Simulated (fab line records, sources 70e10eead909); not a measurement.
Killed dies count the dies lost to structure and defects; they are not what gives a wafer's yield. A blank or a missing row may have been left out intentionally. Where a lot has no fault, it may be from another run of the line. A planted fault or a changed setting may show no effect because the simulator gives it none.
Which of the tools did it? || flow nand_harc || 14 lots, 42 wafers sampled, at 1 step of a route of 1302

## WHAT EACH GAUGE READ, for each wafer
NHARC_P_ZERO_WELL_CD_MEAS_11: target cd 500 nm. Usual: cd_nm 498.9 nm, standard deviation 1.4.
{"lot": "L798", "measured": "day 2 07:14", "on": "cd_sem-02", "cd_nm (nm)": "500.0 500.9 499.3", "flag": ""}
{"lot": "L799", "measured": "day 2 17:14", "on": "cd_sem-03", "cd_nm (nm)": "498.4 498.6 500.4", "flag": ""}
{"lot": "L800", "measured": "day 3 03:14", "on": "cd_sem-01", "cd_nm (nm)": "500.5 501.0 500.2", "flag": ""}
{"lot": "L801", "measured": "day 3 13:14", "on": "cd_sem-02", "cd_nm (nm)": "498.1 497.8 497.7", "flag": ""}
{"lot": "L802", "measured": "day 3 23:07", "on": "cd_sem-01", "cd_nm (nm)": "500.1 498.6 499.0", "flag": ""}
{"lot": "L803", "measured": "day 4 09:16", "on": "cd_sem-02", "cd_nm (nm)": "497.4 497.4 495.5", "flag": ""}
{"lot": "L804", "measured": "day 4 19:29", "on": "cd_sem-03", "cd_nm (nm)": "500.2 500.2 500.0", "flag": ""}
{"lot": "L807", "measured": "day 6 01:14", "on": "cd_sem-01", "cd_nm (nm)": "498.1 498.1 497.7", "flag": ""}
{"lot": "L808", "measured": "day 6 11:08", "on": "cd_sem-01", "cd_nm (nm)": "501.3 500.3 499.7", "flag": ""}
{"lot": "L811", "measured": "day 7 17:14", "on": "cd_sem-03", "cd_nm (nm)": "502.8 501.4 501.9", "flag": ""}
{"lot": "L815", "measured": "day 9 09:14", "on": "cd_sem-02", "cd_nm (nm)": "499.3 499.2 500.1", "flag": ""}
{"lot": "L816", "measured": "day 9 19:08", "on": "cd_sem-02", "cd_nm (nm)": "498.2 498.3 500.0", "flag": ""}
{"lot": "L818", "measured": "day 10 15:11", "on": "cd_sem-02", "cd_nm (nm)": "498.8 498.6 498.9", "flag": ""}
{"lot": "L819", "measured": "day 11 01:14", "on": "cd_sem-02", "cd_nm (nm)": "497.0 500.4 500.3", "flag": ""}

## EACH LOT AND THE TOOL THAT RAN IT (in order: tool; ch and the chambers of the sampled wafers; start)
The record holds no process step before these readings.

## AS READ BY THE TOOLS THEMSELVES (means over the sampled wafers that have a number; for cases with no such wafer, the mark the record gives instead)
The record holds no such reading with a usual standard deviation.

## THE ANSWER, worked out from the rows above alone
Rule: lot off if the mean of its wafers having a number is beyond 3 standard deviations from the usual mean. A lot without any number at a reading at which 4 lots or more have one is off too. The other lots that the step has rows for count as sound. First the gauges in route order, then the tools' own readings, where a lot's mean is used as printed above. The first step at which some lot is off is used, and at that step the reading that is off furthest; a lot without a number counts as furthest.
No lot is off at any reading shown: from this, nothing can be told.

## WHAT WAS PUT IN BY THE SIMULATOR
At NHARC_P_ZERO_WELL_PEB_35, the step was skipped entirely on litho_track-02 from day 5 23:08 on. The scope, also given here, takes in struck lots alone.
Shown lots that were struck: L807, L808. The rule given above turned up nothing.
